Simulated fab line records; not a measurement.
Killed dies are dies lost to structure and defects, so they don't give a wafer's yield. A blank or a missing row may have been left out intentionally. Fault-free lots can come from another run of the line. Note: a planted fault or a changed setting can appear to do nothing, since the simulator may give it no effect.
A lot that was struck, set against a sound lot    flow n5Finfet    19 steps out of a route of 1938
Sound: these wafers, L883.1, L883.2, L883.3. Struck: wafers L896.5, L896.6. The cause is named last.
Per side, at each step with rows, come the tool, then ch with its chambers, and then its first start. Under that, the readings that differ: sound wafers    struck wafers    difference of the means    sigmas: that difference in standard deviations of wafers without a fault.
alike: readings whose means differ by less than 2 such deviations, and words and numbers that are the same on both sides. not compared: withheld readings, readings that some wafer has no value for, bounds like >300 that may hide the same value, and numbers for which the record gives no deviation and whose values overlap.
The two part at a step that has a row with sigmas, a row that says differs or no value, or rows on one side only. Numbers that have no deviation but don't overlap get no sigmas and don't part them. A reading missing from all wafers of one side parts the sides only when that side holds two or more wafers.

first, 2 steps without rows for these wafers: N5_BEOL_M15_DESCUM_33 (chemistry O2, time 7.9 s); N5_BEOL_M15_ETCH_61 (etches BARC in N2/H2, target depth 89 nm, overetch 26.7 nm, time 67.9 s).
N5_BEOL_M15_TRENCH_ETCH_34: etches SiO2 in C4F8/O2/Ar, target depth 872.93 nm, time 199 s.
  sound on rieDiel-03 ch 0,2,3, day 14 02:56; struck on rieDiel-03 ch 0,1, day 21 05:12
reading              sound      struck  difference                     sigmas
rfHoursCounterH (h)  79 92 135  - -     no value on the struck wafers  
  alike: drypumpMotorCurrentA, oesProductAu, rfVppV, showerheadPlenumPTorr, throttleValvePct
then, 3 steps without rows for these wafers: N5_BEOL_M15_STRIP_36 (strips in O2); N5_BEOL_M15_STRIP_62 (strips in O2); N5_BEOL_M15_STRIP_37 (strips in O2).
N5_BEOL_M15_ETCH_38: etches SiCN in CF4/N2, target depth 106.4 nm, time 120.5 s.
  sound on rieDiel-06 ch 0,1,2; struck on rieDiel-01 ch 0,3
reading              sound       struck  difference                     sigmas
rfHoursCounterH (h)  181 143 43  - -     no value on the struck wafers  
  alike: drypumpMotorCurrentA, oesProductAu, rfVppV, showerheadPlenumPTorr, throttleValvePct
then, 3 steps without rows for these wafers: N5_BEOL_M15_PRECLEAN_39 (cleans in residue remover, time 60 s); N5_BEOL_M15_SRD_40 (time 30 s, dry time 30 s); N5_BEOL_M15_DEGAS_41 (time 60 s).
N5_BEOL_M15_PRE_CLEAN_42: time 30 s.
  struck on pvdSputter-02, day 21 09:40; sound on pvdSputter-02, day 14 05:59
  alike: heaterPowerW
N5_BEOL_M15_SPUTTER_43: material TaN, target thk 15 nm, time 24.19 s.
  struck on pvdSputter-02, day 21 09:44; sound on pvdSputter-02, day 14 06:01
reading                                      sound       struck   difference  sigmas
model.TaN_of_BEOL_M15_SPUTTER_43.thkNm (nm)  15.2 15 15  4.6 4.4  -10.6       
  alike: throttleValvePct
N5_BEOL_M15_SPUTTER_44: material Ta, target thk 15 nm, time 24.19 s.
  struck on pvdSputter-02, day 21 09:49; sound on pvdSputter-02, day 14 06:06
  alike: throttleValvePct
N5_BEOL_M15_SPUTTER_45: material Cu, target thk 100 nm, time 16.67 s.
  struck on pvdSputter-02, day 21 09:53; sound on pvdSputter-02, day 14 06:11
  alike: throttleValvePct
then, 2 steps without rows for these wafers: N5_BEOL_M15_ECD_47 (material Cu, target thk 1860 nm); N5_BEOL_M15_ANNEAL_48 (time 90 s).
N5_BEOL_M15_CMP_49: polishes, stops on SiO2, t overpolish 4.9 s, target thk 850 nm.
  sound on cmp-01 ch 1,2,3, day 14 06:51; struck on cmp-02 ch 0,1, day 21 10:40
reading                    sound              struck     difference                     sigmas
barrierFieldEndpointS (s)  11.23 11.32 11.55  7.20 7.20  -4.17                          -17
padLifeWafers              1470 1472 1471     - -        no value on the struck wafers  
  alike: motorCurrentA
N5_BEOL_M15_THK_MEAS_50: measures by xrf.
  struck on filmMetro-01, day 21 10:48; sound on filmMetro-01, day 14 07:09
  alike: M15_THK
N5_PASSIVATION_PROBE_49:
  rows exist in the record for the sound wafers here (prober-01, day 15 01:39), none for the struck ones

== WHERE THEY PART ==
At N5_BEOL_M15_TRENCH_ETCH_34 first; at N5_PASSIVATION_PROBE_49 last (within this record only).

WHY: whatever the simulator had introduced
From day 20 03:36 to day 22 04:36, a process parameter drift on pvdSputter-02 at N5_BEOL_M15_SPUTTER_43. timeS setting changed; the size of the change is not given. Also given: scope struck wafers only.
